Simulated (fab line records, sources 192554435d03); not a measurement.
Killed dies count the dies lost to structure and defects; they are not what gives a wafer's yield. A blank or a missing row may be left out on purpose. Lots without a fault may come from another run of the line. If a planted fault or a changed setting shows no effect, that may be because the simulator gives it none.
Split-lot study / flow n5-finfet / 7 lots, 21 wafers read, on a route of 1938 steps

## ON THE SPLIT
At N5_BEOL_M5_ILD_DEP_00 (deposits SiCOH lowk from DEMS/porogen, target thk 140.64 nm, time 25.9 s), the setting time-s was moved away from the recipe's 25.9 s on 3 of the 21 wafers read, by -13.1% to -4.4%. For the rest of the wafers, this setting stayed at what the recipe calls for.

## THE PATH FROM SPLIT TO READING: the file shows 1 step between them
- N5_BEOL_M5_CURE_79: cures SiCOH lowk, time 240 s

## THE READING
At N5_BEOL_M5_THK_MEAS_01: M5_ILD_THK, given in nm. A value of 121.0 nm with a standard deviation of 1.7 nm is what fault-free wafers of this fab line usually give.

wafer=L074.1; tool, chamber at the split=pecvd-03, 2; time-s as run, s=25.9; against the recipe=recipe; M5_ILD_THK, nm=119.1; against lot-mates on the recipe=-
wafer=L074.3; tool, chamber at the split=pecvd-03, 0; time-s as run, s=25.9; against the recipe=recipe; M5_ILD_THK, nm=119.8; against lot-mates on the recipe=-
wafer=L074.6; tool, chamber at the split=pecvd-03, 2; time-s as run, s=25.9; against the recipe=recipe; M5_ILD_THK, nm=121.6; against lot-mates on the recipe=-
wafer=L080.1; tool, chamber at the split=pecvd-03, 2; time-s as run, s=25.9; against the recipe=recipe; M5_ILD_THK, nm=119.6; against lot-mates on the recipe=-
wafer=L080.2; tool, chamber at the split=pecvd-03, 1; time-s as run, s=25.9; against the recipe=recipe; M5_ILD_THK, nm=120.1; against lot-mates on the recipe=-
wafer=L080.6; tool, chamber at the split=pecvd-03, 1; time-s as run, s=25.9; against the recipe=recipe; M5_ILD_THK, nm=121.9; against lot-mates on the recipe=-
wafer=L087.2; tool, chamber at the split=pecvd-03, 2; time-s as run, s=25.9; against the recipe=recipe; M5_ILD_THK, nm=120.2; against lot-mates on the recipe=-
wafer=L087.4; tool, chamber at the split=pecvd-03, 2; time-s as run, s=25.9; against the recipe=recipe; M5_ILD_THK, nm=122.3; against lot-mates on the recipe=-
wafer=L087.5; tool, chamber at the split=pecvd-03, 1; time-s as run, s=24.76; against the recipe=-4.4%; M5_ILD_THK, nm=118.4; against lot-mates on the recipe=-2.8
wafer=L090.1; tool, chamber at the split=pecvd-03, 0; time-s as run, s=25.9; against the recipe=recipe; M5_ILD_THK, nm=119.0; against lot-mates on the recipe=-
wafer=L090.3; tool, chamber at the split=pecvd-03, 2; time-s as run, s=25.9; against the recipe=recipe; M5_ILD_THK, nm=120.2; against lot-mates on the recipe=-
wafer=L090.6; tool, chamber at the split=pecvd-03, 0; time-s as run, s=25.9; against the recipe=recipe; M5_ILD_THK, nm=121.5; against lot-mates on the recipe=-
wafer=L088.2; tool, chamber at the split=pecvd-03, 1; time-s as run, s=25.9; against the recipe=recipe; M5_ILD_THK, nm=120.2; against lot-mates on the recipe=-
wafer=L088.5; tool, chamber at the split=pecvd-03, 2; time-s as run, s=25.9; against the recipe=recipe; M5_ILD_THK, nm=119.8; against lot-mates on the recipe=-
wafer=L088.6; tool, chamber at the split=pecvd-03, 1; time-s as run, s=25.9; against the recipe=recipe; M5_ILD_THK, nm=122.3; against lot-mates on the recipe=-
wafer=L095.3; tool, chamber at the split=pecvd-01, 1; time-s as run, s=22.52; against the recipe=-13.1%; M5_ILD_THK, nm=108.2; against lot-mates on the recipe=-15.0
wafer=L095.4; tool, chamber at the split=pecvd-01, 2; time-s as run, s=25.9; against the recipe=recipe; M5_ILD_THK, nm=123.2; against lot-mates on the recipe=-
wafer=L095.6; tool, chamber at the split=pecvd-01, 2; time-s as run, s=22.52; against the recipe=-13.1%; M5_ILD_THK, nm=106.9; against lot-mates on the recipe=-16.3
wafer=L093.1; tool, chamber at the split=pecvd-02, 1; time-s as run, s=25.9; against the recipe=recipe; M5_ILD_THK, nm=121.0; against lot-mates on the recipe=-
wafer=L093.4; tool, chamber at the split=pecvd-02, 2; time-s as run, s=25.9; against the recipe=recipe; M5_ILD_THK, nm=119.0; against lot-mates on the recipe=-
wafer=L093.6; tool, chamber at the split=pecvd-02, 1; time-s as run, s=25.9; against the recipe=recipe; M5_ILD_THK, nm=121.0; against lot-mates on the recipe=-

FIT RESULTS
A straight line over all 21 wafers: M5_ILD_THK changes by +0.984 nm for each +1% of time-s; r = +0.95; the points scatter about the line by 1.3 nm.
The same after taking each lot's own level away (the mean of its wafers on the recipe; 21 wafers): +1.18 nm for each +1%; r = +0.97; scatter 1.1 nm.
On that fit, the largest move of time-s shifts the reading by 15 nm.
Measured against the standard deviation above, the lots' own levels, which go from 120.17 to 123.20 nm, span 1.8 times it.
In other words, the slope is changed by the lot-to-lot level; the two fits disagree.
Check: -15.5 nm against its lot-mates is what the line predicts for one of the wafers moved furthest among these (-13.1%) when that wafer is left out of the fit. It came out at -15 nm against them.

## ADDITIONAL SPLITS CARRIED BY THESE WAFERS
Note: prior to the reading, these wafers also went through further splits. Each is held against what the fit with the lots' levels taken away leaves over:
other split on the same wafers=N5_BEOL_M0_SAQP_SPACER1_ALD_98 temp-c; wafers away from the commonest value=7; r with M5_ILD_THK (lot level and that fit taken away)=+0.05
other split on the same wafers=N5_BEOL_M0_SAQP_ETCH_106 target-depth-a; wafers away from the commonest value=8; r with M5_ILD_THK (lot level and that fit taken away)=+0.19
other split on the same wafers=N5_BEOL_M0_ETCH_138 bias-w; wafers away from the commonest value=5; r with M5_ILD_THK (lot level and that fit taken away)=+0.23
other split on the same wafers=N5_BEOL_M0_TRENCH_ETCH_107 target-depth-a; wafers away from the commonest value=4; r with M5_ILD_THK (lot level and that fit taken away)=+0.29
other split on the same wafers=N5_BEOL_M1_ETCH_64 source-w; wafers away from the commonest value=7; r with M5_ILD_THK (lot level and that fit taken away)=+0.01
other split on the same wafers=N5_BEOL_M2_ILD_DEP_00 time-s; wafers away from the commonest value=9; r with M5_ILD_THK (lot level and that fit taken away)=+0.09
other split on the same wafers=N5_BEOL_M2_ALD_98 ald-cycles; wafers away from the commonest value=9; r with M5_ILD_THK (lot level and that fit taken away)=+0.01

## THE WHOLE CHAIN: every reading that the file lists as answering this split, in the file's order
step=N5_BEOL_M5_ILD_DEP_00; what it does=deposits SiCOH lowk from DEMS/porogen, target thk 140.64 nm, time 25.9 s; reading=SiCOH_lowk_of_BEOL_M5_ILD_DEP_00.thk-nm (the simulator's own value, which no gauge read); change (the file's fit)=+1.34 nm for each +1% of the setting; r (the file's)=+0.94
step=N5_BEOL_M5_CURE_79; what it does=cures SiCOH lowk, time 240 s; reading=SiCOH_lowk_of_BEOL_M5_ILD_DEP_00.thk-nm (the simulator's own value, which no gauge read); change (the file's fit)=+1.16 nm for each +1% of the setting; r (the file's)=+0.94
step=N5_BEOL_M5_THK_MEAS_01; what it does=; reading=M5_ILD_THK; change (the file's fit)=+1.14 for each +1% of the setting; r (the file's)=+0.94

## THE FILE'S OWN FIT
M5_ILD_THK changes by +1.14 nm for each +1% of time-s, r = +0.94.
